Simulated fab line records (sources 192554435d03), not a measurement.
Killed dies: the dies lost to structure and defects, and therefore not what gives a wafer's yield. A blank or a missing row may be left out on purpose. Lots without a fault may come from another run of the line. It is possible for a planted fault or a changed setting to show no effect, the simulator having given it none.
The tool behind it: which one?    flow n5 finfet    Sampling: 9 lots, 27 wafers, 8 of 1938 route steps

== WHAT THE GAUGES SHOWED, per wafer ==
N5_BEOL_M1_THK_MEAS_53: measures by xrf.
lot   measured      on             M1_THK (nm)
L941  day 6 23:32   film metro-02  39.4 39.4 41.0
L942  day 7 09:37   film metro-02  39.5 40.9 42.3
L949  day 8 22:56   film metro-01  38.1 38.4 42.8
L950  day 9 16:49   film metro-01  38.8 41.1 38.2
L954  day 10 12:16  film metro-02  40.5 40.8 43.1
L957  day 11 02:37  film metro-02  297.6 304.1 295.7
L958  day 11 10:11  film metro-02  298.4 300.5 302.2
L960  day 11 17:55  film metro-01  36.6 40.2 36.0
L962  day 12 08:55  film metro-02  41.0 44.6 42.1

N5_BEOL_M1_RS_MEAS_58: uses a four-point probe to measure.
lot   measured      on             M1_RS (ohm/sq)
L941  day 6 23:50   film metro-01  0.67 0.67 0.63
L942  day 7 09:53   film metro-02  0.68 0.65 0.63
L949  day 8 23:11   film metro-02  0.70 0.69 0.60
L950  day 9 17:07   film metro-01  0.69 0.65 0.71
L954  day 10 12:33  film metro-01  0.65 0.65 0.60
L957  day 11 02:52  film metro-01  0.06 0.06 0.06
L958  day 11 10:27  film metro-01  0.06 0.06 0.06
L960  day 11 18:11  film metro-01  0.74 0.65 0.76
L962  day 12 09:12  film metro-01  0.65 0.58 0.63

N5_BEOL_M1_INSPECT_59: inspects for defects (darkfield).
lot   measured      on                 raw defect count
L941  day 6 23:52   defect inspect-01  88 60 62
L942  day 7 09:55   defect inspect-02  95 81 61
L949  day 8 23:13   defect inspect-02  73 109 76
L950  day 9 17:08   defect inspect-01  66 71 44
L954  day 10 12:34  defect inspect-02  67 81 45
L957  day 11 02:53  defect inspect-02  1662 1633 1579
L958  day 11 10:29  defect inspect-02  1701 1661 1661
L960  day 11 18:12  defect inspect-01  49 79 91
L962  day 12 09:13  defect inspect-01  68 49 59

N5_BEOL_M4_RC_MEAS_101.
lot   measured      on         DIBL_N (mV/V)   DIBL_P (mV/V)   IOFF_N (nA/um)  IOFF_P (nA/um)  ION_N (uA/um)  ION_P (uA/um)  SS_N (mV/dec)   SS_P (mV/dec)   VT_N (mV)    VT_P (mV)
L941  day 9 05:58   prober-01  35.3 36.9 31.4  35.4 36.0 29.3  0.15 0.16 0.09  0.19 0.18 0.12  690 677 657    464 453 449    71.8 71.4 70.0  73.3 72.7 71.3  245 250 256  -253 -255 -259
L942  day 9 06:27   prober-02  34.7 31.1 35.3  35.4 31.0 35.7  0.15 0.09 0.14  0.18 0.13 0.19  697 665 679    463 461 464    70.7 70.3 71.1  72.6 71.1 72.5  249 256 249  -256 -256 -252
L949  day 10 15:20  prober-01  36.0 36.2 37.3  34.6 34.6 35.1  0.13 0.15 0.15  0.21 0.20 0.19  649 677 661    450 466 450    71.0 71.3 71.3  73.0 73.2 72.4  250 246 249  -251 -252 -251
L950  day 11 11:31  prober-02  34.3 39.5 32.7  34.2 41.3 31.6  0.13 0.25 0.11  0.17 0.31 0.14  660 712 669    454 480 457    71.3 72.6 70.9  71.9 74.3 72.1  251 242 253  -253 -243 -254
L954  day 11 20:48  prober-02  38.6 33.9 39.1  39.2 33.0 38.8  0.20 0.12 0.18  0.24 0.15 0.23  681 668 672    474 460 464    72.1 71.0 71.7  73.5 72.4 73.8  248 252 251  -249 -255 -251
L960  day 13 15:49  prober-01  40.6 38.2 36.6  40.7 37.9 36.7  0.28 0.23 0.18  0.31 0.25 0.22  709 708 702    480 479 478    73.2 72.2 72.0  74.6 73.6 73.9  241 244 246  -246 -245 -247
L962  day 14 14:02  prober-02  38.0 36.1 36.0  40.0 37.1 36.9  0.22 0.18 0.17  0.26 0.23 0.21  710 701 689    477 476 467    72.6 71.7 71.4  73.7 73.3 73.6  242 247 246  -247 -250 -250

== WHAT TOOL EACH LOT RAN ON (gives the tool, then ch and the chambers of the sampled wafers, and finally the start) ==
lot   N5_BEOL_M1_ANNEAL_82          N5_BEOL_M1_ANNEAL_93          N5_BEOL_M1_SPUTTER_94         N5_BEOL_M1_CMP_52
L941  pvd sputter-03, day 6 21:20   pvd sputter-03, day 6 22:13   pvd sputter-03, day 6 22:21   cmp-04 ch 0,1, day 6 23:16
L942  pvd sputter-02, day 7 07:35   pvd sputter-02, day 7 08:28   pvd sputter-02, day 7 08:37   cmp-04 ch 0,3, day 7 09:20
L949  pvd sputter-03, day 8 20:53   pvd sputter-03, day 8 21:46   pvd sputter-03, day 8 21:55   cmp-04 ch 0,2,3, day 8 22:38
L950  pvd sputter-02, day 9 14:47   pvd sputter-02, day 9 15:40   pvd sputter-02, day 9 15:49   cmp-04 ch 0,2,3, day 9 16:36
L954  pvd sputter-02, day 10 10:14  pvd sputter-02, day 10 11:07  pvd sputter-02, day 10 11:15  cmp-02 ch 0,1, day 10 11:58
L957  pvd sputter-01, day 11 00:35  pvd sputter-01, day 11 01:28  pvd sputter-01, day 11 01:36  cmp-03 ch 0,1, day 11 02:21
L958  pvd sputter-01, day 11 08:10  pvd sputter-01, day 11 09:02  pvd sputter-01, day 11 09:11  cmp-04 ch 1,2,3, day 11 09:54
L960  pvd sputter-01, day 11 15:53  pvd sputter-01, day 11 16:46  pvd sputter-01, day 11 16:55  cmp-03 ch 0,1, day 11 17:37
L962  pvd sputter-02, day 12 06:53  pvd sputter-02, day 12 07:46  pvd sputter-02, day 12 07:55  cmp-02 ch 2,3, day 12 08:38
- N5_BEOL_M1_ANNEAL_82: time 240 s.
- N5_BEOL_M1_ANNEAL_93: time 240 s.
- N5_BEOL_M1_SPUTTER_94: material Cu, target thk 4.5 nm, time 8.29 s.
- N5_BEOL_M1_CMP_52: polishes, stops on SiOC, t overpolish 6.8 s, target thk 40 nm.

== AS READ BY THE TOOLS THEMSELVES (means over the sampled wafers that have a number; for cases with no such wafer, the mark the record gives instead) ==
N5_BEOL_M1_ANNEAL_82.
lot   tool            heater power w (W)  susceptor_temp_C_max
L941  pvd sputter-03  865                 401.1
L942  pvd sputter-02  807                 400.7
L949  pvd sputter-03  864                 401.1
L950  pvd sputter-02  822                 400.6
L954  pvd sputter-02  893                 401.0
L957  pvd sputter-01  823                 401.1
L958  pvd sputter-01  828                 400.9
L960  pvd sputter-01  800                 400.9
L962  pvd sputter-02  885                 401.1

N5_BEOL_M1_ANNEAL_93.
lot   tool            heater power w (W)  susceptor_temp_C_max
L941  pvd sputter-03  870                 401.1
L942  pvd sputter-02  807                 400.8
L949  pvd sputter-03  872                 401.2
L950  pvd sputter-02  841                 400.8
L954  pvd sputter-02  887                 400.7
L957  pvd sputter-01  830                 400.8
L958  pvd sputter-01  854                 400.5
L960  pvd sputter-01  808                 401.0
L962  pvd sputter-02  872                 400.7

N5_BEOL_M1_SPUTTER_94.
lot   tool            throttle valve pct (%)
L941  pvd sputter-03  31.8
L942  pvd sputter-02  30.4
L949  pvd sputter-03  30.3
L950  pvd sputter-02  30.5
L954  pvd sputter-02  30.4
L957  pvd sputter-01  31.1
L958  pvd sputter-01  30.8
L960  pvd sputter-01  31.1
L962  pvd sputter-02  30.4

N5_BEOL_M1_CMP_52.
lot   tool    barrier field endpoint s (s)  clearing platen down force psi (psi)  motor current A (A)  overpolish run s (s)  time to endpoint s (s)
L941  cmp-04  24.4                          1.500                                 6.2                  6.804                 61
L942  cmp-04  24.4                          1.502                                 5.9                  6.797                 62
L949  cmp-04  25.1                          1.500                                 6.1                  6.795                 65
L950  cmp-04  25.6                          1.498                                 6.1                  6.803                 63
L954  cmp-02  25.8                          1.502                                 5.8                  6.794                 68
L957  cmp-03  -                             -                                     -                    -                     -
L958  cmp-04  -                             -                                     -                    -                     -
L960  cmp-03  24.1                          1.497                                 6.8                  6.797                 57
L962  cmp-02  25.4                          1.503                                 6.1                  6.792                 62

== THE ANSWER, worked out from the rows above alone ==
Rule: the lots themselves supply what counts as usual. The widest of any qualifying gaps counts: lots, ordered by their means at a reading, are off when they make up no more than a third of the lots, leave a main group of 4 or more, and stand apart from it by 3 or more times the standard deviation of that group's means. A main group whose means are all the same, to the digits that the tables above print for the reading, isn't used. A lot without any number at a reading at which 4 lots or more have one is off too. Where the step has rows for the other lots, those lots are counted as sound. After the gauges, taken in route order, come the tools' own readings; for these a lot's mean is taken, as printed above. The first step at which some lot is off is used, and at that step the reading that is off furthest; a lot without a number counts as furthest.
Off: L957, L958, seen at N5_BEOL_M1_THK_MEAS_53 (M1_THK). Mean 40.2 nm and standard deviation 1.5 in the main group.
A tool fits if, at a process step before that reading, it ran every lot that is off, and no sound lot after the first of them. Not tried: the gauges at N5_BEOL_M1_THK_MEAS_53; whatever is off there is also off at N5_BEOL_M1_RS_MEAS_58, on other tools, and gauge error can't account for it. Of those tried, none fits.

== WHAT THE SIMULATOR HAD INSERTED ==
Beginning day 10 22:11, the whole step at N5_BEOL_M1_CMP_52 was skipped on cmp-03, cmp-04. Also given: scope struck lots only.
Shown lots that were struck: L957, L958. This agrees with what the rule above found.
